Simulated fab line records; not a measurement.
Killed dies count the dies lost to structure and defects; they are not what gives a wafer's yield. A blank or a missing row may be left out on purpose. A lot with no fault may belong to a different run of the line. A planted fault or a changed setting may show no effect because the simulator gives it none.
A struck lot beside a sound one    flow n5 finfet    20 out of 1938 route steps
Sound: the wafers L441.1, L441.3, L441.4. The struck wafers were L448.1, L448.2, L448.6. The cause comes at the end.
Per side, at each step with rows, come the tool, then ch with its chambers, and then its first start. Under that, the readings that differ: sound wafers    struck wafers    difference of the means    sigmas: that difference in standard deviations of wafers without a fault.
alike: a reading whose means differ by less than 2 such deviations, as well as words and numbers matching on both sides. not compared: withheld readings; readings where some wafer has no value; bounds like >300 that might hide an equal value; numbers whose values overlap and for which the record gives no deviation.
Wherever a step has rows on one side only, a row that says differs or no value, or a row with sigmas, the two part there. Non-overlapping numbers with no deviation appear without sigmas and do not part them. A reading that every wafer of one side lacks parts them only if that side has two wafers or more.

N5_BEOL_M13_CMP_49: polishes, stops on SiOC, t overpolish 17.1 s, target thk 420 nm.
  sound on cmp-01 ch 1,2,3, day 13 12:47; struck on cmp-02 ch 0,2, day 14 14:28
reading              sound        struck       difference  sigmas
motor current A (A)  7.3 6.2 7.7  4.9 6.2 4.6  -1.8        -2
  alike: barrier field endpoint s, overpolish run s
N5_BEOL_M13_THK_MEAS_50: measures by xrf.
  struck on film metro-01, day 14 14:46; sound on film metro-02, day 13 13:02
  alike: M13_THK
then, 1 step without rows for these wafers: N5_BEOL_M13_PRE_CLEAN_52 (time 15 s).
N5_BEOL_M13_DEP_53: deposits SiCN from 3MS/NH3, target thk 50 nm, time 17.8 s.
  sound on pecvd-02 ch 1,2, day 13 13:06; struck on pecvd-02 ch 0,1,2, day 14 14:49
  alike: showerhead plenum p Torr, throttle valve pct
N5_BEOL_M13_RS_MEAS_54: uses a four-point probe to measure.
  struck on film metro-01, day 14 14:53; sound on film metro-01, day 13 13:10
reading          sound                 struck                difference  sigmas
M13_RS (ohm/sq)  0.0433 0.0450 0.0431  0.0462 0.0466 0.0454  +0.0023     +2
N5_BEOL_M13_INSPECT_55: inspects for defects (darkfield).
  struck on defect inspect-02, day 14 14:55; sound on defect inspect-01, day 13 13:11
  alike: raw defect count
N5_BEOL_M14_ILD_DEP_00: deposits SiO2 from TEOS/O2, target thk 1119.3 nm, time 237.4 s.
  sound on pecvd-04 ch 1,2, day 13 13:14; struck on pecvd-03 ch 0,2, day 14 14:57
reading                          sound           struck          difference  sigmas
showerhead plenum p Torr (Torr)  8.35 8.30 8.33  8.42 8.39 8.42  +0.08       +2
  alike: heater power w, susceptor temp C, throttle valve pct
N5_BEOL_M14_THK_MEAS_01:
  struck on film metro-01, day 14 15:13; sound on film metro-01, day 13 13:25
  alike: M14_ILD_THK
then, 4 steps without rows for these wafers: N5_BEOL_M14_COAT_58 (time 60 s, resist thk 89 nm); N5_BEOL_M14_COAT_04 (resist thk 800 nm); N5_BEOL_M14_EBR_06; N5_BEOL_M14_SOFTBAKE_05 (time 60 s).
N5_BEOL_M14_EXPOSE_07: exposes mask V13.
  sound on krf scanner-02 ch 0, day 13 13:33; struck on krf scanner-02 ch 0, day 14 15:21
reading                           sound  struck    difference  sigmas
model.BEOL_M14.overlay x nm (nm)  5 5 5  38 38 38  +33         
  alike: mask
then, 3 steps without rows for these wafers: N5_BEOL_M14_PEB_08 (peb time 90 s); N5_BEOL_M14_DEVELOP_09 (develop time 45 s); N5_BEOL_M14_HARDBAKE_14 (time 120 s).
N5_BEOL_M14_CD_MEAS_10: the cd target is 250 nm.
  sound on cd sem-02 ch 0, day 13 13:44; struck on cd sem-01 ch 0, day 14 15:32
  alike: cd nm
N5_BEOL_M14_OVL_MEAS_11:
  sound on overlay-01 ch 0, day 13 13:46; struck on overlay-02 ch 0, day 14 15:34
reading       sound     struck    difference  sigmas
V13_OVL (nm)  10 13 10  41 42 35  +28         +6
N5_BEOL_M14_INSPECT_12: inspects for defects (macro).
  struck on defect inspect-02, day 14 15:35; sound on defect inspect-02, day 13 13:47
  alike: raw defect count
N5_PASSIVATION_PROBE_49:
  struck on prober-01, day 15 22:06; sound on prober-02, day 14 17:19
  alike: defect limited yield, killed_at_M0_to_M3, killed_at_M4_up, killed at contacts, killed at front end, killed at other, killed dies, killed open, killed short, sort_bin_5_function, sort_bin_6_memory, sort_bin_8_speed, sort n pass, sort yield pct

## WHERE THEY PART
Earliest at N5_BEOL_M13_CMP_49; latest, in this record, at N5_BEOL_M14_OVL_MEAS_11. Later steps at which nothing parts them and some readings are alike: N5_BEOL_M14_INSPECT_12, N5_PASSIVATION_PROBE_49.

WHY: what had been put in by the simulator
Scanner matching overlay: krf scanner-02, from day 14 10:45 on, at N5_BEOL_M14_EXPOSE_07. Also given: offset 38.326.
